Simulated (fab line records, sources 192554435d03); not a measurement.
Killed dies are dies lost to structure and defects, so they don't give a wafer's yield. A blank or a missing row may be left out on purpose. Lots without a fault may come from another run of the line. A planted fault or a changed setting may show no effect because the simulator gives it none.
One fault seen from 3 desks | flow n5_finfet | each desk has only its own numbers; what lay behind them comes last

THE TOOL OWNER'S DESK: ald_sin-04
The tool's own readings at N5_FIN_SAQP_SPACER1_ALD_24 (deposits SiO2, target thk 20.3 nm, pulse time 1 s, purge time 2 s): means of the sampled wafers that have a number, for each lot that ran on this tool. A lot is out of limits, marked OUT, if its mean lies more than 4 standard deviations from the usual mean; the brackets give that distance.
Columns: A = heater_power_w at N5_FIN_SAQP_SPACER1_ALD_24, usual 477 W; B = precursor_pulse_height_rel at N5_FIN_SAQP_SPACER1_ALD_24, usual 0.999
lot  | first seen here | A   | B
L219 | day 2 11:35     | 538 | 0.996
L221 | day 2 23:41     | 475 | 1.006
L222 | day 3 06:19     | 489 | 0.992
L224 | day 3 18:09     | 497 | 1.017
This desk's finding: nothing out of limits on any of the 4 lots.

THE DEFECT DESK
What the inspections along the route counted, lot by lot: means of the sampled wafers that have a number. A lot is out of limits, marked OUT, if its mean lies more than 4 standard deviations from the usual mean; the brackets give that distance.
Columns: A = raw_defect_count at N5_FIN_SAQP_INSPECT_40, usual 229; B = raw_defect_count at N5_FIN_CUT_INSPECT_10, usual 42
lot  | first seen here | A              | B
L218 | day 2 08:22     | 178            | 32
L219 | day 2 15:25     | 247            | 41
L221 | day 3 02:50     | 250            | 45
L222 | day 3 10:49     | 586 (+5.2) OUT | 393 (+29) OUT
L224 | day 3 21:21     | 604 (+5.4) OUT | 404 (+30) OUT
L229 | day 5 04:35     | 184            | 41
L230 | day 5 13:05     | 206            | 48
L231 | day 5 15:11     | 220            | 43
L237 | day 7 03:16     | 232            | 44
This desk's finding: out of limits on L222, L224; first on L222, day 3 10:49 (raw_defect_count at N5_FIN_SAQP_INSPECT_40). In limits: L218, L219, L221, L229, L230, L231, L237.

THE METROLOGY DESK
What the gauges read, lot by lot, whatever tool the lot ran on: means of the sampled wafers that have a number. A lot is out of limits, marked OUT, if its mean lies more than 4 standard deviations from the usual mean; the brackets give that distance. Of its 10 readings 7 are shown: those that lie furthest out on some lot.
Columns: A = DIBL_P at N5_BEOL_M4_RC_MEAS_101, usual 36.4 mV/V; B = IOFF_P at N5_BEOL_M4_RC_MEAS_101, usual 0.21 nA/um; C = ION_P at N5_BEOL_M4_RC_MEAS_101, usual 465 uA/um; D = SS_N at N5_BEOL_M4_RC_MEAS_101, usual 71.5 mV/dec; E = SS_P at N5_BEOL_M4_RC_MEAS_101, usual 73.2 mV/dec; F = VT_N at N5_BEOL_M4_RC_MEAS_101, usual 249 mV; G = VT_P at N5_BEOL_M4_RC_MEAS_101, usual -250 mV
lot  | first seen here | A    | B    | C   | D    | E    | F   | G
L218 | day 8 08:55     | 35.4 | 0.20 | 463 | 71.6 | 72.7 | 250 | -249
L219 | day 8 13:37     | 37.9 | 0.25 | 472 | 71.5 | 73.8 | 248 | -249
L222 | day 9 17:30     | 37.3 | 0.20 | 459 | 71.5 | 73.7 | 251 | -252
L221 | day 9 21:58     | 37.2 | 0.19 | 456 | 71.7 | 73.8 | 250 | -254
L224 | day 10 00:14    | 36.3 | 0.21 | 466 | 71.7 | 73.3 | 248 | -251
L229 | day 11 07:11    | 34.6 | 0.19 | 461 | 71.3 | 72.7 | 248 | -251
L230 | day 11 12:10    | 36.1 | 0.25 | 473 | 71.7 | 73.5 | 246 | -246
L231 | day 11 16:40    | 37.0 | 0.19 | 458 | 70.8 | 73.2 | 254 | -255
L237 | day 13 14:23    | 36.8 | 0.20 | 462 | 71.6 | 73.3 | 246 | -252
This desk's finding: nothing out of limits on any of the 9 lots.

PUT TOGETHER
The defect desk could have raised an alarm at day 3 10:49, on L222, L224.
The tool owner's desk saw nothing out of limits.
The metrology desk saw nothing out of limits.
The tool owner's desk has L222, L224 on record, within its limits.
The metrology desk has L222, L224 on record, within its limits.
Of the lots named, all ran N5_FIN_SAQP_SPACER1_ALD_24 on ald_sin-04.

WHAT THE SIMULATOR HAD PUT IN
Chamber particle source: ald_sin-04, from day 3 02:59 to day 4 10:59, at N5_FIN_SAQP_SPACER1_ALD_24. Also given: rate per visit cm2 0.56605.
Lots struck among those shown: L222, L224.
Hours from the fault's start to each desk's first reading out of limits: the defect desk, 8.
